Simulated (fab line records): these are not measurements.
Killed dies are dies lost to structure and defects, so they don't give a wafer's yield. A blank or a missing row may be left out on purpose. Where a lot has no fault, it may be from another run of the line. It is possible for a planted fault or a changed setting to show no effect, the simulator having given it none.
fab line records	flow nand-harc
[record] lots = 12	wafers = 36	last-day = 24
route steps=1159 shown A_M0@1014 A_M1@1034 END@1159
lots untouched by any fault: they come from a run of this same line in which no faults occurred
start-h: hours from the record's opening day to when the first of the lot's shown wafers began	wait-h: how many hours have passed since the lot's step before this one	" as in the row above	L1.1+2: several wafers, shown together as one row	- no value, or no start was given	* or withheld: withheld	< > ~ a bound
route shown NAME@n: names a module that has steps shown in the file, with the first one's number in the route	usual: mean/standard deviation taken from wafers without a fault	same: alike in all rows	chamber/n: place in a boat	sites: each site's reading	_std_site: the standard deviation of these	_edge_site: mean of outer sites minus mean of inner sites	radius-mm: for every site, how far away it sits from the centre of the wafer	mask NAME#n: copy n	behind: the tool/chamber that last shaped the wafer	hold: cause of the lot's hold/its duration in hours/its outcome	device: which transistor (n, p or np) failed to switch	end of line: tests run on the same wafers once the route is complete	a step given without rows: its recipe and nothing more	killed: at the first sort, the dies lost to defects and structure; wafer yield is something else	map: the dies of a wafer, with x for killed, . for not killed, _ for no die there
set.NAME: the setting the step ran with; set.NAME@STEP: the setting that earlier step ran with	model.NAME: the simulator's own value behind a step, which no gauge read
route steps across a sampled set of lots; one table per step, one row per wafer
services: when a tool's chamber went out of use (start-h, in hours from the record's first day, below 0 if earlier), for how many hours, and the reason
[[steps]]
[step NHARC_A_M0_PRE_CLEAN_29]
[recipe] time-s = 30	temp-c = 280	gas = H2/He
[usual] heater-power-w = 422/44
lot.wafer	tool	chamber	start-h	wait-h	heater-power-w
L377.2	pvd-sputter-01	-	-	-	472
L377.6	"	-	"	"	467
L377.5	"	-	"	"	345
L380.4	pvd-sputter-02	-	-	-	407
L380.3	"	-	"	"	422
L380.1	"	-	"	"	413
L381.3	pvd-sputter-02	-	-	-	404
L381.1	"	-	"	"	426
L381.2	"	-	"	"	416
L382.2	pvd-sputter-01	-	-	-	466
L382.6	"	-	"	"	426
L382.5	"	-	"	"	457
L392.3	pvd-sputter-01	-	-	-	474
L392.4	"	-	"	"	423
L392.6	"	-	"	"	341
L393.4	pvd-sputter-02	-	-	-	406
L393.2	"	-	"	"	431
L393.5	"	-	"	"	403
L396.1	pvd-sputter-01	-	-	-	471
L396.2	"	-	"	"	339
L396.6	"	-	"	"	479
L397.4	pvd-sputter-03	-	-	-	456
L397.1	"	-	"	"	419
L397.5	"	-	"	"	369
L395.3	pvd-sputter-03	-	-	-	361
L395.1	"	-	"	"	425
L395.6	"	-	"	"	416
L398.2	pvd-sputter-01	-	-	-	475
L398.3	"	-	"	"	331
L398.6	"	-	"	"	470
L399.3	pvd-sputter-03	-	-	-	463
L399.4	"	-	"	"	420
L399.2	"	-	"	"	363
L400.1	pvd-sputter-02	-	-	-	408
L400.2	"	-	"	"	461
L400.4	"	-	"	"	414
[step NHARC_A_M0_PRE_CLEAN_31]
[recipe] time-s = 12	temp-c = 370	rf-power-w = 300	gas = NH3
[usual] heater-power-w = 636/69
lot.wafer	tool	chamber	start-h	wait-h	heater-power-w
L377.2	pecvd-01	0	405.50	0.1	594
L377.5	"	0	"	"	567
L377.6	"	1	"	"	621
L380.3	pecvd-02	1	408.66	0.2	525
L380.1	"	2	"	"	706
L380.4	"	0	"	"	616
L381.1	pecvd-02	0	434.50	0.1	646
L381.3	"	1	"	"	575
L381.2	"	2	"	"	818
L382.2	pecvd-02	1	435.52	0.4	558
L382.6	"	0	"	"	569
L382.5	"	1	"	"	557
L392.3	pecvd-01	0	486.11	0.1	689
L392.6	"	1	"	"	643
L392.4	"	2	"	"	669
L393.2	pecvd-02	0	509.27	0.1	570
L393.5	"	2	"	"	704
L393.4	"	0	"	"	572
L396.1	pecvd-01	2	509.34	0.1	622
L396.2	"	1	"	"	588
L396.6	"	1	"	"	596
L397.1	pecvd-01	0	524.49	0.1	643
L397.5	"	2	"	"	659
L397.4	"	1	"	"	627
L395.1	pecvd-04	2	525.83	0.8	635
L395.3	"	1	"	"	555
L395.6	"	1	"	"	548
L398.2	pecvd-04	1	527.76	0.1	560
L398.3	"	2	"	"	669
L398.6	"	0	"	"	567
L399.2	pecvd-02	1	540.32	0.1	614
L399.3	"	2	"	"	775
L399.4	"	1	"	"	616
L400.2	pecvd-01	1	544.37	0.1	683
L400.1	"	0	"	"	678
L400.4	"	1	"	"	690
[step NHARC_A_M1_PEB_07]
[recipe] peb-temp-c = 100	peb-time-s = 65
[usual] heater-power-total-W = 156.7/0.4
lot.wafer	tool	chamber	start-h	wait-h	heater-power-total-W
L377.2	litho-track-01	0	406.88	0.1	157.0
L377.5	"	0	"	"	157.2
L377.6	"	0	"	"	157.2
L380.1	litho-track-06	0	409.91	0.1	156.4
L380.3	"	0	"	"	156.4
L380.4	"	0	"	"	157.1
L381.1	litho-track-06	0	435.72	0.1	162.8
L381.2	"	0	"	"	156.7
L381.3	"	0	"	"	156.4
L382.2	litho-track-06	0	436.63	0.1	156.4
L382.5	"	0	"	"	163.0
L382.6	"	0	"	"	156.7
L392.3	litho-track-01	0	487.76	0.0	156.9
L392.4	"	0	"	"	156.5
L392.6	"	0	"	"	155.9
L393.2	litho-track-01	0	510.57	0.1	156.4
L393.4	"	0	"	"	156.6
L393.5	"	0	"	"	156.2
L396.1	litho-track-01	0	510.82	0.1	156.9
L396.2	"	0	"	"	156.8
L396.6	"	0	"	"	157.1
L397.1	litho-track-04	0	525.72	0.1	156.7
L397.4	"	0	"	"	157.0
L397.5	"	0	"	"	156.9
L395.1	litho-track-01	0	527.06	0.1	157.0
L395.3	"	0	"	"	156.2
L395.6	"	0	"	"	156.1
L398.2	litho-track-06	0	529.01	0.1	156.8
L398.3	"	0	"	"	156.4
L398.6	"	0	"	"	157.0
L399.2	litho-track-06	0	541.83	0.1	157.2
L399.3	"	0	"	"	156.4
L399.4	"	0	"	"	157.0
L400.1	litho-track-01	0	545.64	0.1	157.1
L400.2	"	0	"	"	157.1
L400.4	"	0	"	"	157.2
[step NHARC_A_M1_CD_MEAS_09]
[recipe] target-cd-nm = 120	landing-energy-ev = 500
[usual] cd-nm = 120.2/0.56
lot.wafer	tool	chamber	start-h	wait-h	cd-nm
L377.2	cd-sem-02	0	406.97	-	120.9
L377.5	"	0	"	"	120.3
L377.6	"	0	"	"	120.2
L380.1	cd-sem-01	0	409.99	-	120.0
L380.3	"	0	"	"	120.5
L380.4	"	0	"	"	120.3
L381.1	cd-sem-01	0	435.80	-	117.0
L381.2	"	0	"	"	118.7
L381.3	"	0	"	"	119.4
L382.2	cd-sem-02	0	436.71	-	119.8
L382.5	"	0	"	"	116.6
L382.6	"	0	"	"	119.6
L392.3	cd-sem-02	0	487.84	-	121.2
L392.4	"	0	"	"	120.3
L392.6	"	0	"	"	121.1
L393.2	cd-sem-03	0	510.66	-	119.9
L393.4	"	0	"	"	119.8
L393.5	"	0	"	"	119.5
L396.1	cd-sem-01	0	510.90	-	120.7
L396.2	"	0	"	"	119.6
L396.6	"	0	"	"	120.2
L397.1	cd-sem-01	0	525.80	-	120.1
L397.4	"	0	"	"	119.5
L397.5	"	0	"	"	120.5
L395.1	cd-sem-03	0	527.14	-	120.7
L395.3	"	0	"	"	120.0
L395.6	"	0	"	"	120.2
L398.2	cd-sem-01	0	529.09	-	120.6
L398.3	"	0	"	"	120.3
L398.6	"	0	"	"	120.5
L399.2	cd-sem-01	0	541.91	-	120.0
L399.3	"	0	"	"	119.6
L399.4	"	0	"	"	120.0
L400.1	cd-sem-03	0	545.72	-	119.9
L400.2	"	0	"	"	120.3
L400.4	"	0	"	"	120.5
[step NHARC_A_M1_ETCH_35]
[recipe] target-depth-a = 400	overetch-a = 120	time-s = 43.94	ion-energy-ev = 200	n2-flow-sccm = 150	h2-flow-sccm = 150	ar-flow-sccm = 0	rf-w = 400	bias-w = 150	chemistry = N2/H2
[usual] drypump-motor-current-A = 5.44/0.29	oes-product-au = 0.998/0.0073	rf-vpp-V = 429.5/2.5	showerhead-plenum-p-Torr = 2.00/0.082	throttle-valve-pct = 14.173/0.0092
lot.wafer	tool	chamber	start-h	wait-h	drypump-motor-current-A	oes-product-au	rf-hours-counter-h	rf-vpp-V	showerhead-plenum-p-Torr	throttle-valve-pct
L377.2	rie-diel-03	3	407.25	0.1	5.47	0.987	0	431.9	2.11	14.171
L377.6	"	0	"	"	5.03	0.998	-	429.8	2.00	14.164
L377.5	"	1	"	"	5.71	1.000	-	425.4	1.89	14.180
L380.4	rie-diel-13	0	410.26	0.1	5.66	1.002	3	429.8	1.98	14.175
L380.3	"	1	"	"	5.43	1.007	3	429.9	2.06	14.173
L380.1	"	2	"	"	5.16	1.006	3	426.7	1.93	14.173
L381.2	rie-diel-01	3	436.07	0.1	5.96	0.983	7	430.8	2.07	14.164
L381.1	"	1	"	"	5.36	0.984	9	427.1	1.98	14.198
L381.3	"	2	"	"	4.93	0.976	8	431.8	2.07	14.169
L382.2	rie-diel-13	2	437.01	0.1	5.17	0.996	4	427.7	1.93	14.175
L382.5	"	3	"	"	5.70	0.992	-	431.9	2.10	14.177
L382.6	"	0	"	"	5.63	0.999	-	427.4	1.98	14.167
L392.3	rie-diel-01	1	488.12	0.1	5.32	0.996	12	428.1	1.97	14.171
L392.4	"	3	"	"	5.97	0.993	10	430.5	2.07	14.169
L392.6	"	0	"	"	5.59	0.994	-	431.6	2.07	14.179
L393.2	rie-diel-03	1	510.92	0.1	5.72	0.992	7	425.4	1.89	14.175
L393.4	"	3	"	"	5.52	0.996	7	434.3	2.11	14.169
L393.5	"	2	"	"	5.35	1.005	-	427.3	1.89	14.176
L396.2	rie-diel-01	3	511.19	0.1	5.98	0.983	0	432.2	2.07	14.180
L396.1	"	1	"	"	5.32	1.000	0	427.9	1.97	14.193
L396.6	"	3	"	"	5.96	0.997	-	432.4	2.07	14.157
L397.1	rie-diel-13	1	526.08	0.1	5.41	1.007	1	430.9	2.06	14.169
L397.4	"	2	"	"	5.20	1.001	2	429.5	1.93	14.178
L397.5	"	3	"	"	5.71	1.002	-	432.9	2.10	14.178
L395.3	rie-diel-01	1	527.41	0.1	5.38	1.003	2	429.9	1.97	14.158
L395.1	"	3	"	"	5.94	0.996	2	431.0	2.07	14.159
L395.6	"	1	"	"	5.35	0.999	-	429.6	1.97	14.179
L398.3	rie-diel-03	2	529.37	0.1	5.36	0.996	8	426.3	1.89	14.176
L398.2	"	3	"	"	5.42	0.985	8	433.1	2.11	14.161
L398.6	"	0	"	"	5.00	0.997	-	429.3	2.00	14.179
L399.4	rie-diel-03	3	542.18	0.1	5.50	0.998	9	432.5	2.11	14.174
L399.2	"	0	"	"	5.00	1.005	9	429.9	2.00	14.167
L399.3	"	1	"	"	5.71	0.999	9	428.0	1.89	14.171
L400.4	rie-diel-13	2	545.99	0.1	5.18	1.003	2	427.2	1.92	14.169
L400.1	"	3	"	"	5.71	1.013	2	431.6	2.10	14.178
L400.2	"	0	"	"	5.65	1.004	2	428.5	1.98	14.174
[step NHARC_END_SORT_01]
[recipe] temp-c = 25
[usual] defect-limited-yield = 95.1/1.8	killed-at-array = 29/11	killed-at-other = 0.6/0.89	killed-at-periphery = 3.8/2.8	killed-dies = 33/12	killed-open = 3.5/1.9	killed-short = 1.9/1.3	sort_bin_2_pct = 1.5/0.72	sort_bin_3_pct = 0.28/0.23	sort_bin_4_pct = 3.1/1.2	sort-n-pass = 644/12	sort-rim-yield-pct = 94.8/2.9	sort-yield-pct = 95.1/1.8
[same] gross-dies = 677	sort_bin_5_pct[%] = 0	sort_bin_6_pct[%] = 0	sort_bin_7_pct[%] = 0	sort_bin_8_pct[%] = 0	sort-rim-n-gross = 106.00
lot.wafer	tool	chamber	start-h	wait-h	defect-limited-yield[%]	killed-at-array	killed-at-other	killed-at-periphery	killed-dies	killed-open	killed-short	sort_bin_2_pct[%]	sort_bin_3_pct[%]	sort_bin_4_pct[%]	sort-n-pass	sort-rim-yield-pct[%]	sort-yield-pct[%]
L392.3	prober-02	0	527.68	3.1	92.5	45	0	6	51	2	2	2.5	0.30	4.7	626	96.2	92.5
L392.4	prober-02	0	528.48	3.4	93.5	34	0	10	44	0	1	1.6	0.30	4.6	633	87.7	93.5
L392.6	prober-02	0	530.09	4.0	92.0	47	0	7	54	2	4	1.6	0.74	5.6	623	96.2	92.0
L393.2	prober-02	0	547.99	2.8	95.1	29	1	3	33	7	2	1.8	0.74	2.4	644	96.2	95.1
L393.4	prober-02	0	549.57	3.4	94.8	28	1	6	35	7	2	0.9	0	4.3	642	97.2	94.8
L393.5	prober-02	0	550.37	3.7	95.3	25	0	7	32	2	2	1.6	0	3.1	645	97.2	95.3
L400.1	prober-01	0	585.41	2.5	95.6	23	0	7	30	3	3	1.2	0.30	3.0	647	94.3	95.6
L400.2	prober-01	0	586.22	2.8	95.4	22	0	9	31	3	5	1.5	0.15	3.0	646	98.1	95.4
L400.4	prober-01	0	587.82	3.4	96.3	17	0	8	25	4	2	1.2	0.44	2.1	652	90.6	96.3
// killed by level:class
L392.3 A_SLIT:chamber-film-flake=22 A_CHANNEL_HOLE_D1:chamber-film-flake=14 P_CONTACT:chamber-film-flake=3 A_CONTACT:chamber-film-flake=3 P_GATE:chamber-film-flake=2 A_WL_FILL:chamber-film-flake=2 P_GATE:geometric-particle:open=1 A_ONON_D1:geometric-particle:short=1
L392.4 A_CHANNEL_HOLE_D1:chamber-film-flake=16 A_SLIT:chamber-film-flake=12 P_CONTACT:chamber-film-flake=7 P_GATE:chamber-film-flake=3 A_STAIRCASE:chamber-film-flake=2 A_WL_FILL:chamber-film-flake=2 A_ONON_D1:geometric-particle:short=1 A_CONTACT:chamber-film-flake=1
L392.6 A_SLIT:chamber-film-flake=20 A_CHANNEL_HOLE_D1:chamber-film-flake=18 P_CONTACT:chamber-film-flake=5 A_WL_FILL:geometric-particle:short=3 A_CONTACT:chamber-film-flake=3 P_GATE:chamber-film-flake=2 A_STAIRCASE:geometric-particle:short=1 A_CONTACT:geometric-particle:open=1
L393.2 A_CHANNEL_HOLE_D1:chamber-film-flake=16 A_CONTACT:chamber-film-flake=5 P_M1:geometric-particle:open=1 A_ONON_D1:geometric-particle:short=1 A_CHANNEL_HOLE_D1:geometric-particle:open=1 A_SGD_CUT:geometric-particle:short=1 A_WL_FILL:geometric-particle:open=1 A_BLC:geometric-particle:open=1
L393.4 A_CHANNEL_HOLE_D1:chamber-film-flake=17 A_CONTACT:chamber-film-flake=5 P_M1:chamber-film-flake=3 A_CONTACT:geometric-particle:open=2 P_GATE:geometric-particle:open=1 P_CONTACT:geometric-particle:open=1 A_SOURCE_PLATE:geometric-particle:open=1 A_CHANNEL_FILL_D1:geometric-particle:short=1
L393.5 A_CHANNEL_HOLE_D1:chamber-film-flake=17 A_STAIRCASE:chamber-film-flake=3 A_CONTACT:chamber-film-flake=3 P_M1:chamber-film-flake=2 P_STI:chamber-film-flake=2 P_CONTACT:geometric-particle:short=1 P_M0:geometric-particle:open=1 A_CHANNEL_HOLE_D1:geometric-particle:open=1
L400.1 A_CHANNEL_HOLE_D1:chamber-film-flake=11 A_CONTACT:chamber-film-flake=5 P_ZERO_WELL:chamber-film-flake=3 P_M0:chamber-film-flake=2 A_CHANNEL_FILL_D1:chamber-film-flake=2 P_CONTACT:geometric-particle:open=1 P_CONTACT:geometric-particle:short=1 A_ONON_D1:geometric-particle:open=1
L400.2 A_CHANNEL_HOLE_D1:chamber-film-flake=4 A_CHANNEL_FILL_D1:chamber-film-flake=4 A_CONTACT:chamber-film-flake=3 A_ONON_D1:geometric-particle:short=2 P_ZERO_WELL:chamber-film-flake=2 P_STI:chamber-film-flake=2 P_M0:chamber-film-flake=2 A_WL_FILL:chamber-film-flake=2
L400.4 A_CHANNEL_HOLE_D1:chamber-film-flake=10 P_M0:chamber-film-flake=5 P_CONTACT:geometric-particle:open=1 P_M0:geometric-particle:open=1 A_ONON_D1:geometric-particle:short=1 A_SGD_CUT:geometric-particle:open=1 A_WL_FILL:geometric-particle:short=1 A_CONTACT:geometric-particle:open=1
[[services]]
tool	chamber	start-h	hours	kind
pvd-sputter-02	-	383.11	0.5	repair
pvd-sputter-01	-	390.12	2.8	repair
pvd-sputter-02	-	392.00	10.0	pm
rie-diel-03	-	392.30	9.0	pm
rie-diel-13	3	396.94	2.5	repair
rie-diel-01	0	401.18	2.2	repair
pecvd-01	-	418.31	13.0	pm
rie-diel-01	3	420.44	7.2	repair
pvd-sputter-01	-	423.62	5.1	repair
rie-diel-13	1	424.98	12.3	repair
rie-diel-03	0	432.15	1.8	repair
litho-track-01	-	443.00	7.0	pm
rie-diel-03	-	446.19	0.1	repair
rie-diel-13	-	453.00	9.0	pm
rie-diel-03	-	457.98	0.3	repair
rie-diel-01	1	458.10	4.9	repair
litho-track-06	-	467.00	7.0	pm
rie-diel-01	-	491.80	9.0	pm
rie-diel-13	1	496.12	12.2	repair
rie-diel-13	-	500.52	0.2	repair
rie-diel-13	3	505.57	6.3	repair
rie-diel-01	2	508.15	16.4	repair
pecvd-02	-	515.16	13.0	pm
pecvd-02	0	532.21	17.7	repair
[[key]]
[first-sign] step = NHARC_A_M1_PEB_07	reading = heater-power-total-W	direction = up	sigmas = 16	usual = *	struck = *
[effect] step = NHARC_A_M1_CD_MEAS_09	reading = cd-nm	direction = down	sigmas = 6	usual = 120.2	struck = 116.8
met-at NHARC_A_M1_PEB_07
struck-lots L381,L382
struck-wafers L381.1,L382.5
not-acting-at NHARC_A_M0_PRE_CLEAN_29,NHARC_A_M0_PRE_CLEAN_31,NHARC_A_M1_ETCH_35
onset-between 409.91 435.72
[fault] kind = process-parameter-drift	tool = litho-track-06	chamber = -	onset-h = 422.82	steps = NHARC_A_M1_PEB_07	channel = peb-time-s	offset = *	shape = step	end-h = 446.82	scope = struck-wafers-only	acts-in = *	stated = *
